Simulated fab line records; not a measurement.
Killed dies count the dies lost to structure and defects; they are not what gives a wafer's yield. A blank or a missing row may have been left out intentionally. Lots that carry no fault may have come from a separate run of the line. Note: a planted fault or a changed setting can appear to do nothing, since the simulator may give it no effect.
What tool caused it?    flow nand-harc    12 lots with 36 wafers sampled at 5 steps, on a route of 1302 steps

## WHAT EACH GAUGE READ, for each wafer
NHARC_P_GATE_CD_MEAS_46 targets a cd of 720 nm. Usual: cd-nm 719.9 nm, standard deviation 1.8.
lot   measured      on         cd-nm (nm)         flag
L763  day 6 01:35   cd-sem-02  720.9 721.5 719.0  
L765  day 6 21:01   cd-sem-03  719.0 721.3 720.3  
L767  day 7 15:19   cd-sem-02  719.7 720.9 718.3  
L766  day 7 15:28   cd-sem-03  722.1 719.0 721.9  
L768  day 8 09:01   cd-sem-01  721.5 719.8 722.1  
L769  day 8 14:43   cd-sem-02  719.7 719.7 722.2  
L771  day 9 07:31   cd-sem-03  719.8 720.9 719.9  
L774  day 10 10:57  cd-sem-03  717.5 717.8 719.3  
L780  day 13 06:58  cd-sem-02  721.2 721.1 721.1  
L781  day 13 07:35  cd-sem-01  741.8 739.5 739.9  OFF
L782  day 13 21:07  cd-sem-02  738.3 740.5 743.1  OFF
L784  day 14 19:26  cd-sem-02  720.2 718.1 720.6  

NHARC_P_GATE_CD_MEAS_91 targets a cd of 2000 nm. Usual: cd-nm 1999.0 nm, standard deviation 1.7.
lot   measured      on         cd-nm (nm)            flag
L763  day 6 04:50   cd-sem-02  2001.5 1999.6 1998.6  
L765  day 7 00:22   cd-sem-02  1997.6 2000.2 1996.7  
L767  day 7 18:38   cd-sem-02  1998.9 2001.4 1998.0  
L766  day 7 18:59   cd-sem-02  1998.5 1999.3 1997.3  
L768  day 8 12:23   cd-sem-03  1999.4 1998.5 1998.4  
L769  day 8 18:10   cd-sem-01  2002.2 2000.8 2001.8  
L771  day 9 11:01   cd-sem-02  1999.2 2000.0 2000.2  
L774  day 10 14:17  cd-sem-01  1998.6 1998.1 2001.7  
L780  day 13 10:19  cd-sem-02  1997.6 1999.3 1998.3  
L781  day 13 11:04  cd-sem-01  1999.1 1999.7 2001.9  
L782  day 14 00:47  cd-sem-02  1998.4 1999.6 2000.6  
L784  day 14 22:44  cd-sem-02  1999.4 1997.6 1995.6  

## WHAT TOOL EACH LOT RAN ON (gives the tool, then ch and the chambers of the sampled wafers, and finally the start)
lot   NHARC_P_GATE_EXPOSE_43             NHARC_P_GATE_DESCUM_48              NHARC_P_GATE_STRIP_76
L763  krf-scanner-01 ch 0, day 6 01:26   rie-diel-06 ch 0,2,3, day 6 01:46   plasma-asher-02 ch 0,1, day 6 04:02
L765  krf-scanner-03 ch 0, day 6 20:52   rie-diel-06 ch 0,2,3, day 6 21:11   plasma-asher-01 ch 0,1, day 6 23:35
L767  krf-scanner-01 ch 0, day 7 15:09   rie-diel-13 ch 2,3, day 7 15:28     plasma-asher-01 ch 0,1, day 7 17:44
L766  krf-scanner-03 ch 0, day 7 15:19   rie-diel-13 ch 2,3, day 7 15:38     plasma-asher-02 ch 0,1, day 7 18:04
L768  krf-scanner-04 ch 0, day 8 08:52   rie-diel-06 ch 0,1,3, day 8 09:10   plasma-asher-02 ch 0,1, day 8 11:34
L769  krf-scanner-01 ch 0, day 8 14:34   rie-diel-13 ch 0,1,3, day 8 14:53   plasma-asher-02 ch 0,1, day 8 17:22
L771  krf-scanner-04 ch 0, day 9 07:22   rie-diel-06 ch 2,3, day 9 07:41     plasma-asher-02 ch 0,1, day 9 10:06
L774  krf-scanner-01 ch 0, day 10 10:47  rie-diel-03 ch 0,2, day 10 11:07    plasma-asher-01 ch 0,1, day 10 13:29
L780  krf-scanner-03 ch 0, day 13 06:49  rie-diel-06 ch 0,1,3, day 13 07:10  plasma-asher-01 ch 0,1, day 13 09:31
L781  krf-scanner-01 ch 0, day 13 07:26  rie-diel-03 ch 0,1, day 13 07:45    plasma-asher-01 ch 0,1, day 13 10:08
L782  krf-scanner-01 ch 0, day 13 20:58  rie-diel-13 ch 0,2, day 13 21:27    plasma-asher-02 ch 0,1, day 13 23:52
L784  krf-scanner-03 ch 0, day 14 19:16  rie-diel-13 ch 0,3, day 14 19:36    plasma-asher-02 ch 0,1, day 14 21:56
- NHARC_P_GATE_EXPOSE_43: exposes mask P NSD, target cd 720 nm.
- NHARC_P_GATE_DESCUM_48: chemistry O2, time 3 s.
- NHARC_P_GATE_STRIP_76: strips in O2.

## WHAT THE TOOLS THEMSELVES READ (means of the sampled wafers that have a number; where no wafer has one, the mark that the record gives instead)
NHARC_P_GATE_EXPOSE_43. Usual: exposure-dose-mJ-cm2 14.812, standard deviation 0.015; stage-vel-mm-s 500.0 mm/s, standard deviation 0.3.
lot   tool            exposure-dose-mJ-cm2  stage-vel-mm-s (mm/s)  flag
L763  krf-scanner-01  14.816                499.9                  
L765  krf-scanner-03  14.835                499.7                  
L767  krf-scanner-01  14.830                500.4                  
L766  krf-scanner-03  14.828                500.1                  
L768  krf-scanner-04  14.814                499.7                  
L769  krf-scanner-01  14.813                500.2                  
L771  krf-scanner-04  14.824                500.0                  
L774  krf-scanner-01  14.830                500.1                  
L780  krf-scanner-03  14.785                500.3                  
L781  krf-scanner-01  16.871                500.0                  OFF
L782  krf-scanner-01  16.876                500.2                  OFF
L784  krf-scanner-03  14.811                500.5                  

NHARC_P_GATE_DESCUM_48. Usual: drypump-motor-current-A 5.4 A, standard deviation 0.46; o2-flow-sccm 200.0 sccm, standard deviation 0.57; oes-product-au 0.996 a.u., standard deviation 0.009; rf-vpp-V 57.7 V, standard deviation 0.94; showerhead-plenum-p-Torr 1.91 Torr, standard deviation 0.094; throttle-valve-pct 11.311 %, standard deviation 0.0089.
lot   tool         drypump-motor-current-A (A)  o2-flow-sccm (sccm)  oes-product-au (a.u.)  rf-vpp-V (V)  showerhead-plenum-p-Torr (Torr)  throttle-valve-pct (%)  flag
L763  rie-diel-06  5.8                          200.7                0.993                  57.1          1.86                             11.309                  
L765  rie-diel-06  5.8                          199.0                1.000                  57.4          1.86                             11.316                  
L767  rie-diel-13  5.3                          200.1                0.990                  57.9          2.01                             11.311                  
L766  rie-diel-13  5.1                          200.7                0.997                  58.1          1.98                             11.310                  
L768  rie-diel-06  5.9                          200.3                1.001                  56.9          1.84                             11.313                  
L769  rie-diel-13  5.3                          200.2                1.002                  57.2          1.90                             11.316                  
L771  rie-diel-06  6.2                          200.2                1.002                  56.6          1.80                             11.308                  
L774  rie-diel-03  5.1                          200.4                0.996                  58.6          2.03                             11.304                  
L780  rie-diel-06  5.9                          200.1                1.003                  56.9          1.84                             11.310                  
L781  rie-diel-03  5.1                          199.9                0.988                  58.4          1.92                             11.315                  
L782  rie-diel-13  5.4                          200.2                0.997                  57.5          1.90                             11.310                  
L784  rie-diel-13  5.6                          199.5                0.995                  58.2          1.93                             11.314                  

NHARC_P_GATE_STRIP_76. Usual: drypump-motor-current-A 5.9 A, standard deviation 0.77; heater-power-w 327 W, standard deviation 37.
lot   tool             drypump-motor-current-A (A)  heater-power-w (W)  flag
L763  plasma-asher-02  5.2                          344                 
L765  plasma-asher-01  6.5                          308                 
L767  plasma-asher-01  6.4                          335                 
L766  plasma-asher-02  5.2                          339                 
L768  plasma-asher-02  5.2                          338                 
L769  plasma-asher-02  5.2                          336                 
L771  plasma-asher-02  5.8                          318                 
L774  plasma-asher-01  6.5                          304                 
L780  plasma-asher-01  6.4                          306                 
L781  plasma-asher-01  6.4                          321                 
L782  plasma-asher-02  5.2                          360                 
L784  plasma-asher-02  5.2                          361                 

## THE ANSWER, worked out from the rows above alone
Rule: a lot counts as off when the mean over its wafers that have a number is more than 3 standard deviations away from the usual mean. Also off: a lot with no number at a reading for which 4 or more lots have one. Where the step has rows for the other lots, those lots are counted as sound. After the gauges, taken in route order, come the tools' own readings; for these a lot's mean is taken, as printed above. The first step at which some lot is off is used, and at that step the reading that is off furthest; a lot without a number counts as furthest.
Off at NHARC_P_GATE_CD_MEAS_46 (cd-nm): L781, L782.
A tool fits if, at a process step before that reading, it ran every lot that is off, and no sound lot after the first of them. Not tried: the gauges at NHARC_P_GATE_CD_MEAS_46; whatever is off there is also off at NHARC_P_GATE_EXPOSE_43, on other tools, and gauge error can't account for it. One fits: krf-scanner-01 at NHARC_P_GATE_EXPOSE_43. Its last sound lot is L774 (day 10 10:47), its first lot that is off L781 (day 13 07:26): a fault that began between those two fits.
On the lots that are off, the tool's own readings at NHARC_P_GATE_EXPOSE_43 differ by more than 5 times the standard deviation of the sound lots' means, which bears it out; exposure-dose-mJ-cm2 reads 16.873 there versus 14.819 on the sound lots.

## WHAT WAS PUT IN BY THE SIMULATOR
Process parameter drift: krf-scanner-01, from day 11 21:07 on, at NHARC_P_GATE_EXPOSE_43. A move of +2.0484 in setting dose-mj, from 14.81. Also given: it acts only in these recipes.
Struck lots among those shown: L781, L782. Same finding as the rule above.
